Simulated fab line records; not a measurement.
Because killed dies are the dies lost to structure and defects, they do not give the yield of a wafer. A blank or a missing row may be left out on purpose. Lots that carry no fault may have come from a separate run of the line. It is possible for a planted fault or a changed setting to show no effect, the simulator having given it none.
2 desks looking at one fault / flow n5 finfet / only its own numbers are on each desk; what lay behind them is given at the end

## THE TOOL OWNER'S DESK: rie diel-05
The tool's own readings at N5_BEOL_M6_ETCH_65 (etches SiARC in CF4, target depth 15.6 nm, time 26 s): means of the sampled wafers that have a number, for each lot that ran on this tool. A lot is out of limits, marked OUT, if its mean lies more than 4 standard deviations from the usual mean; the brackets give that distance.
Columns: A = cf4 flow sccm at N5_BEOL_M6_ETCH_65, usual 99.98 sccm; B = drypump motor current A at N5_BEOL_M6_ETCH_65, usual 5.7 A; C = etch rf on time s at N5_BEOL_M6_ETCH_65, usual 26.3 s; D = oes product au at N5_BEOL_M6_ETCH_65, usual 0.68 a.u.; E = rf vpp V at N5_BEOL_M6_ETCH_65, usual 184.0 V; F = showerhead plenum p Torr at N5_BEOL_M6_ETCH_65, usual 2.14 Torr; G = throttle valve pct at N5_BEOL_M6_ETCH_65, usual 15.42 %
lot=L570; first seen here=day 12 10:05; A=99.99; B=5.7; C=26.7; D=0.66; E=183.6; F=2.14; G=15.45
lot=L572; first seen here=day 13 05:22; A=100.04; B=5.6; C=27.1; D=0.69; E=183.4; F=2.12; G=15.45
lot=L576; first seen here=day 13 15:04; A=99.81; B=5.6; C=26.9; D=0.69; E=183.1; F=2.12; G=15.46
lot=L577; first seen here=day 14 16:30; A=100.01; B=5.2; C=35.9 (+12) OUT; D=0.59; E=183.4; F=2.12; G=15.52
lot=L581; first seen here=day 14 22:51; A=100.10; B=5.8; C=36.3 (+13) OUT; D=0.58; E=184.0; F=2.12; G=15.50
lot=L583; first seen here=day 16 02:50; A=99.87; B=5.3; C=35.6 (+12) OUT; D=0.58; E=183.4; F=2.12; G=15.46
This desk's finding: out of limits on L577, L581, L583; first on L577, day 14 16:30 (etch rf on time s at N5_BEOL_M6_ETCH_65). L570, L572, L576: within limits.

## THE DEFECT DESK
Lot by lot, what the route's inspections counted, given as the mean of those sampled wafers with a number. A lot is out of limits, marked OUT, if its mean lies more than 4 standard deviations from the usual mean; the brackets give that distance.
Columns: A = raw defect count at N5_BEOL_M6_INSPECT_13, usual 416
lot=L570; first seen here=day 12 08:02; A=333
lot=L574; first seen here=day 12 16:38; A=382
lot=L572; first seen here=day 13 03:54; A=396
lot=L576; first seen here=day 13 13:04; A=544
lot=L577; first seen here=day 14 14:23; A=394
lot=L581; first seen here=day 14 19:22; A=326
lot=L583; first seen here=day 15 23:56; A=324
lot=L586; first seen here=day 16 06:26; A=345
lot=L587; first seen here=day 16 06:37; A=326
lot=L590; first seen here=day 17 06:44; A=436
This desk's verdict: no lot among the 10 shows anything out of limits.

## ALL TOGETHER
At day 14 16:30, on L577, L581, L583, the tool owner's desk was in a position to raise an alarm.
No out-of-limits result turned up at the defect desk.
The defect desk has L577, L581, L583 on record, within its limits.
Every lot named ran N5_BEOL_M6_ETCH_65 on rie diel-05.

## WHAT HAD BEEN PUT IN BY THE SIMULATOR
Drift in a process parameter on rie diel-05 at N5_BEOL_M6_ETCH_65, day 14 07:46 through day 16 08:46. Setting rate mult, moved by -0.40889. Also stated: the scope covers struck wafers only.
Struck lots among those shown: L577, L581, L583.
Each desk's first reading out of limits, in hours after the fault started: the tool owner's desk, 9.
